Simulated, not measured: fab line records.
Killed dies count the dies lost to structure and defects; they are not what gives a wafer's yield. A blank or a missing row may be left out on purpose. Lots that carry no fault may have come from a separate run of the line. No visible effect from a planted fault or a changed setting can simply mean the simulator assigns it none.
A lot that was struck, set against a sound lot || flow n5Finfet || 38 steps out of a route of 1938
Sound: these wafers, L489.1, L489.4, L489.6. Struck: wafers L500.2, L500.3 (left out: L500.6, a lot-mate that was not struck); the cause follows at the end.
Each step with rows lists, per side, the tool, then ch with its chambers, then its first start. Under that, the readings that differ: sound wafers || struck wafers || difference of the means || sigmas: that difference in standard deviations of wafers without a fault.
alike: a reading whose means differ by less than 2 such deviations, as well as words and numbers matching on both sides. not compared: withheld readings; readings where some wafer has no value; bounds like >300 that might hide an equal value; numbers whose values overlap and for which the record gives no deviation.
The two part at a step that has a row with sigmas, a row that says differs or no value, or rows on one side only. Numbers that have no deviation but don't overlap get no sigmas and don't part them. A reading missing from all wafers of one side parts the sides only when that side holds two or more wafers.

first, 9 steps without rows for these wafers: N5_BEOL_M14_SOFTBAKE_23 (time 60 s); N5_BEOL_M14_EXPOSE_25 (exposes mask M14, target cd 280 nm); N5_BEOL_M14_PEB_26 (peb time 90 s); N5_BEOL_M14_DEVELOP_27 (develop time 45 s); N5_BEOL_M14_HARDBAKE_32 (time 120 s); N5_BEOL_M14_DESCUM_33 (chemistry O2, time 7.9 s); N5_BEOL_M14_ETCH_67 (etches SiARC in CF4, target depth 143 nm, time 238.3 s); N5_BEOL_M14_ETCH_68 (etches SOC in N2/H2, time 450 s); N5_BEOL_M14_STRIP_69 (strips in N2/H2).
N5_BEOL_M14_TRENCH_ETCH_34: etches SiO2 in C4F8/O2/Ar, target depth 556.65 nm, time 126.9 s.
  sound on rieDiel-01 ch 1,2,3, day 12 07:29; struck on rieDiel-01 ch 1,3, day 16 00:43
{"reading": "oesProductAu (a.u.)", "sound": "0.87 0.94 0.87", "struck": "1.09 1.09", "difference": "+0.20", "sigmas": "+3"}
{"reading": "model.etch.depthNm (nm)", "sound": "576.9 580.5 575.6", "struck": "849.1 848.5", "difference": "+271.1", "sigmas": ""}
  alike: drypumpMotorCurrentA, heInnerTorr, rfVppV, showerheadPlenumPTorr, throttleValvePct
  not compared: rfHoursCounterH
then, 1 step without rows for these wafers: N5_BEOL_M14_STRIP_70 (strips in C4F8/O2/Ar).
N5_BEOL_M14_OCD_MEAS_35:
  sound on ocd-02 at day 12 07:38; struck on ocd-02 at day 16 00:52
{"reading": "trenchDepthNm (nm)", "sound": "578 581 576", "struck": "849 849", "difference": "+271", "sigmas": "+18"}
then, 11 steps without rows for these wafers: N5_BEOL_M14_STRIP_37 (strips in O2); N5_BEOL_M14_ETCH_38 (etches SiCN in CF4/N2, target depth 106.5 nm, time 120.6 s); N5_BEOL_M14_PRECLEAN_39 (cleans in residue remover, time 60 s); N5_BEOL_M14_SRD_40 (time 30 s, dry time 30 s); N5_BEOL_M14_DEGAS_41 (time 60 s); N5_BEOL_M14_PRE_CLEAN_42 (time 30 s); N5_BEOL_M14_SPUTTER_43 (material TaN, target thk 15 nm, time 24.19 s); N5_BEOL_M14_SPUTTER_44 (material Ta, target thk 15 nm, time 24.19 s); N5_BEOL_M14_SPUTTER_45 (material Cu, target thk 100 nm, time 16.67 s); N5_BEOL_M14_ECD_47 (material Cu, target thk 1248 nm); N5_BEOL_M14_ANNEAL_48 (time 90 s).
N5_BEOL_M14_CMP_49: polishes, stops on SiO2, t overpolish 5.2 s, target thk 560 nm.
  sound on cmp-03 ch 0,1, day 12 12:31; struck on cmp-01 ch 1,2, day 16 03:37
{"reading": "model.Cu_of_BEOL_M14_ECD_47.thkNm (nm)", "sound": "579 584.4 577.4", "struck": "850 850.2", "difference": "+270", "sigmas": ""}
  alike: barrierFieldEndpointS, motorCurrentA, overpolishRunS, timeToEndpointS
N5_BEOL_M14_THK_MEAS_50: measures by xrf.
  sound on filmMetro-02 at day 12 12:48; struck on filmMetro-02 at day 16 03:55
{"reading": "M14_THK (nm)", "sound": "602 611 605", "struck": "896 893", "difference": "+288", "sigmas": "+18"}
then, 2 steps without rows for these wafers: N5_BEOL_M14_PRE_CLEAN_52 (time 15 s); N5_BEOL_M14_DEP_53 (deposits SiCN from 3MS/NH3, target thk 50 nm, time 17.8 s).
N5_BEOL_M14_RS_MEAS_54: measurement is done with a four-point probe.
  sound on filmMetro-02 at day 12 12:56; struck on filmMetro-02 at day 16 04:02
{"reading": "M14_RS (ohm/sq)", "sound": "0.0321 0.0318 0.0322", "struck": "0.0217 0.0216", "difference": -0.0104, "sigmas": -12}
then, 9 steps without rows for these wafers: N5_BEOL_M15_ILD_DEP_00 (deposits SiO2 from TEOS/O2, target thk 1629.3 nm, time 346.1 s); N5_BEOL_M15_COAT_58 (time 60 s, resist thk 89 nm); N5_BEOL_M15_COAT_04 (resist thk 800 nm); N5_BEOL_M15_EBR_06; N5_BEOL_M15_SOFTBAKE_05 (time 60 s); N5_BEOL_M15_EXPOSE_07 (exposes mask V14); N5_BEOL_M15_PEB_08 (peb time 90 s); N5_BEOL_M15_DEVELOP_09 (develop time 45 s); N5_BEOL_M15_HARDBAKE_14 (time 120 s).
N5_BEOL_M15_RC_MEAS_101:
  sound on prober-01 ch 0, day 12 23:26; struck on prober-01 ch 0, day 16 14:18
{"reading": "SERP_M14 (ohm/um)", "sound": "0.156 0.154 0.154", "struck": "0.104 0.106", "difference": -0.050, "sigmas": -11}
{"reading": "SERP_M14_max_site (ohm/um)", "sound": "0.158 0.156 0.156", "struck": "0.104 0.107", "difference": -0.051, "sigmas": -11}
  alike: COMB_M10, COMB_M11, COMB_M12, COMB_M12_max_site, COMB_M13, COMB_M15, COMB_M5, COMB_M6, COMB_M7, COMB_M8, COMB_M9, SERP_M10, SERP_M11, SERP_M12, SERP_M13, SERP_M13_max_site, SERP_M5, SERP_M6, SERP_M7, SERP_M8, SERP_M9, SERP_M9_max_site

WHERE THEY PART
Earliest at N5_BEOL_M14_TRENCH_ETCH_34; latest, in this record, at N5_BEOL_M15_RC_MEAS_101.

WHY: whatever the simulator had introduced
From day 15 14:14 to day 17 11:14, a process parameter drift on rieDiel-01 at N5_BEOL_M14_TRENCH_ETCH_34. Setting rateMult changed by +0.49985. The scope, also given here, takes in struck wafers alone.
